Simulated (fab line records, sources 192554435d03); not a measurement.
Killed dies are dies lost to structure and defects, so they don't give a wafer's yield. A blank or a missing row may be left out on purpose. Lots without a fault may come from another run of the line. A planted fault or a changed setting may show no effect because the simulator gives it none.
Which tool did it? | flow n5_finfet | 10 lots, 30 wafers sampled, at 5 steps of a route of 1938

WHAT THE GAUGES READ, wafer by wafer
N5_FIN_SAQP_INSPECT_40: inspects for defects (brightfield).
lot  | measured    | on                | raw_defect_count
L075 | day 2 09:19 | defect_inspect-01 | 208 247 302
L077 | day 2 22:37 | defect_inspect-02 | 286 312 252
L079 | day 3 09:46 | defect_inspect-01 | 207 145 185
L081 | day 3 19:53 | defect_inspect-01 | 169 181 170
L084 | day 4 15:41 | defect_inspect-01 | 201 252 209
L087 | day 5 08:26 | defect_inspect-01 | 215 206 147
L089 | day 5 19:56 | defect_inspect-01 | 188 177 225
L091 | day 6 08:06 | defect_inspect-02 | 263 241 230
L093 | day 6 21:38 | defect_inspect-01 | 215 190 187
L095 | day 7 08:02 | defect_inspect-02 | 204 247 222

WHICH TOOL RAN EACH LOT (tool, then ch and the chambers of the sampled wafers, then the start)
lot  | N5_FIN_SAQP_ETCH_67               | N5_FIN_SAQP_SPACER2_ETCHBACK_29   | N5_FIN_SAQP_HM_CD_35   | N5_FIN_SAQP_ETCH_64
L075 | rie_diel-03 ch 0,2, day 2 07:53   | rie_diel-03 ch 0,2,3, day 2 08:32 | cd_sem-01, day 2 09:00 | rie_si-04 ch 0,2, day 2 09:03
L077 | rie_diel-03 ch 1,2,3, day 2 21:04 | rie_diel-01 ch 0,1, day 2 21:38   | cd_sem-01, day 2 22:18 | rie_si-02 ch 1,2, day 2 22:21
L079 | rie_diel-03 ch 1,2,3, day 3 08:25 | rie_diel-03 ch 0,1,2, day 3 08:59 | cd_sem-01, day 3 09:27 | rie_si-02 ch 0,2,3, day 3 09:30
L081 | rie_diel-03 ch 1,3, day 3 18:30   | rie_diel-01 ch 1,2, day 3 19:07   | cd_sem-01, day 3 19:34 | rie_si-04 ch 0,1,3, day 3 19:37
L084 | rie_diel-05 ch 2,3, day 4 14:01   | rie_diel-01 ch 0,1,2, day 4 14:39 | cd_sem-02, day 4 15:22 | rie_si-01 ch 0,2, day 4 15:25
L087 | rie_diel-05 ch 2,3, day 5 07:05   | rie_diel-05 ch 1,2,3, day 5 07:40 | cd_sem-03, day 5 08:08 | rie_si-04 ch 0,1, day 5 08:10
L089 | rie_diel-01 ch 1,3, day 5 18:35   | rie_diel-01 ch 1,2,3, day 5 19:10 | cd_sem-03, day 5 19:37 | rie_si-01 ch 1,2,3, day 5 19:40
L091 | rie_diel-01 ch 0,1,3, day 6 06:43 | rie_diel-01 ch 1,3, day 6 07:19   | cd_sem-01, day 6 07:47 | rie_si-02 ch 0,2,3, day 6 07:50
L093 | rie_diel-05 ch 0,2,3, day 6 20:13 | rie_diel-05 ch 2,3, day 6 20:48   | cd_sem-03, day 6 21:19 | rie_si-01 ch 0,1, day 6 21:22
L095 | rie_diel-01 ch 1,2,3, day 7 06:40 | rie_diel-03 ch 1,3, day 7 07:14   | cd_sem-01, day 7 07:42 | rie_si-04 ch 2,3, day 7 07:45
- N5_FIN_SAQP_ETCH_67: etches SiNx in CH3F/O2, target depth 30 nm.
- N5_FIN_SAQP_SPACER2_ETCHBACK_29: etches SiO2 in CHF3/O2, target depth 12.2 nm, time 6.1 s.
- N5_FIN_SAQP_HM_CD_35: target cd 8 nm.
- N5_FIN_SAQP_ETCH_64: etches SiO2 in CF4, target depth 1.5 nm.

THE ANSWER, worked out from the rows above alone
Rule: what is usual is taken from the lots themselves. Put in order of their means at a reading, lots are off if they are a third of the lots or fewer, leave a main group of 4 or more, and stand apart from it by a gap of 3 or more times the standard deviation of the main group's means; of several such gaps the widest counts. A main group whose means are all the same, to the digits that the tables above print for the reading, isn't used. A lot without any number at a reading at which 4 lots or more have one is off too. The other lots that the step has rows for count as sound.
No lot is off at any reading shown: from this, nothing can be told.

WHAT THE SIMULATOR HAD PUT IN
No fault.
